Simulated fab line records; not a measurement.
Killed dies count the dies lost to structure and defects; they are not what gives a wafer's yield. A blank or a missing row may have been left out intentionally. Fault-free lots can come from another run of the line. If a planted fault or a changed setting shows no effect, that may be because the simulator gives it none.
Chamber matching | flow nand harc | ald metal-02 running NHARC_A_WL_FILL_ALD_02: 4 sister chambers
The step deposits TiN, target thk 2 nm, pulse time 3 s, ald cycles 100. 4 wafers are shown with their chamber, then 12 later ones without.

EACH WAFER AND ITS CHAMBER
wafer  | chamber | heater power w (W)
L088.1 | 0       | 1051
L086.6 | 2       | 1016
L086.3 | 3       | 1085
L086.5 | 1       | 1199

WAFERS WITH NO CHAMBER GIVEN
wafer  | heater power w (W)
L089.1 | 997
L089.4 | 1039
L089.6 | 1081
L089.2 | 1005
L089.3 | 1243
L089.5 | 1045
L091.1 | 1054
L091.2 | 1225
L091.5 | 1021
L094.3 | 1071
L094.4 | 1211
L094.5 | 1165

WHICH CHAMBER EACH WENT THROUGH
wafer  | from the rows above          | in truth
L089.1 | can't be placed: 2 or 0      | 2
L089.4 | can't be placed: 0 or 2 or 3 | 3
L089.6 | can't be placed: 3 or 0      | 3
L089.2 | can't be placed: 2 or 0      | 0
L089.3 | 1                            | 1
L089.5 | can't be placed: 0 or 2 or 3 | 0
L091.1 | can't be placed: 0 or 3 or 2 | 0
L091.2 | 1                            | 1
L091.5 | can't be placed: 2 or 0      | 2
L094.3 | can't be placed: 3 or 0      | 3
L094.4 | 1                            | 1
L094.5 | 1                            | 1
Correctly placed: 4 of 12. These rows do not allow placing 8 (true chamber among the candidates in 8). Placed wrongly: 0.
How it was worked out, from the rows above alone: a wafer's distance from a chamber is the root of the sum, over the readings, of the square of ((its reading less the chamber's mean) divided by the reading's scatter). If the next closest chamber is less than 2 further off than the closest, the wafer can't be placed; otherwise it belongs to the closest. For every chamber, the mean is computed from those of its wafers that are shown. The scatter (one wafer shown for each chamber): square how far every hidden wafer sits from the nearest shown wafer, average those squares and take the square root.
